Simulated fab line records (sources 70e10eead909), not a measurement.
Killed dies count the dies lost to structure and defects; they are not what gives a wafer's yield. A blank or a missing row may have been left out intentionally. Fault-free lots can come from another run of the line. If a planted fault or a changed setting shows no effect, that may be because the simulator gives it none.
Comparing a struck lot with a sound one ; flow nand_harc ; 13 steps out of a route of 1302
Sound: these wafers, L401.1, L401.2, L401.6. Struck: wafers L397.3, L397.4, L397.6. The cause comes at the end.
Per side, at each step with rows, come the tool, then ch with its chambers, and then its first start. Under that, the readings that differ: sound wafers ; struck wafers ; difference of the means ; sigmas: that difference in standard deviations of wafers without a fault.
alike: a reading whose means differ by less than 2 such deviations, as well as words and numbers matching on both sides. not compared: withheld readings; readings where some wafer has no value; bounds like >300 that might hide an equal value; numbers whose values overlap and for which the record gives no deviation.
The two part at a step that has a row with sigmas, a row that says differs or no value, or rows on one side only. Numbers that don't overlap but have no deviation are shown without sigmas and don't part them. A reading missing from all wafers of one side parts the sides only when that side holds two or more wafers.

first, 1 step without rows for these wafers: NHARC_A_ONON_D1_DEP_00 (target thk 1000 nm).
NHARC_A_ONON_D1_THK_MEAS_02: measures by ellipsometry.
  struck on film_metro-01, day 11 02:54; sound on film_metro-02, day 13 01:05
  alike: thk_nm
after that, 1 step with no rows for these wafers: NHARC_A_ONON_D1_DEP_03 (target thk 1000 nm).
NHARC_A_ONON_D1_THK_MEAS_05: measures by ellipsometry.
  struck on film_metro-02, day 11 03:28; sound on film_metro-01, day 13 01:40
  alike: thk_nm
after that, 1 step with no rows for these wafers: NHARC_A_ONON_D1_DEP_06 (target thk 1000 nm).
NHARC_A_ONON_D1_THK_MEAS_08: measures by ellipsometry.
  struck on film_metro-02, day 11 04:02; sound on film_metro-01, day 13 02:13
  alike: thk_nm
after that, 1 step with no rows for these wafers: NHARC_A_ONON_D1_DEP_09 (target thk 1000 nm).
NHARC_A_ONON_D1_THK_MEAS_11: measures by ellipsometry.
  struck on film_metro-02, day 11 04:35; sound on film_metro-02, day 13 02:47
  alike: thk_nm
after that, 1 step with no rows for these wafers: NHARC_A_ONON_D1_DEP_12 (target thk 1000 nm).
NHARC_A_ONON_D1_THK_MEAS_14: measures by ellipsometry.
  struck on film_metro-02, day 11 05:10; sound on film_metro-02, day 13 03:20
  alike: thk_nm
then, 1 step without rows for these wafers: NHARC_A_ONON_D1_ANNEAL_15 (time 3600 s).
NHARC_A_ONON_D1_DEP_16: target thk 1000 nm.
  struck on pecvd_onon-01, day 11 12:34; sound on pecvd_onon-01 ch 0, day 13 10:38
  no value came back on the struck wafers for n2_flow_sccm (sccm), n2o_flow_sccm (sccm), nh3_flow_sccm (sccm); on the sound wafers n2_flow_sccm (sccm) reads 2752 2750 2758
-- jump in the record: it breaks off in module A_ONON_D1 and resumes in module END (first step shown: number 1302 of the route), and 16 days separate the struck wafers' starts before and after --
NHARC_END_SORT_01:
  sound on prober-02 ch 0, day 30 22:23; struck on prober-02 ch 0, day 27 20:25
reading;sound;struck;difference;sigmas
killed_at_array;62 63 60;673 670 673;+610;+23
killed_dies;63 68 62;677 677 677;+613;+24
  alike: killed_at_other, killed_at_periphery, killed_open, killed_short

## WHERE THEY PART
First at NHARC_A_ONON_D1_DEP_16; last, within this record, at NHARC_END_SORT_01.

WHY: the cause the simulator had injected
Whole step skipped at NHARC_A_ONON_D1_DEP_16 on pecvd_onon-01, starting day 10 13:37. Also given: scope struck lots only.
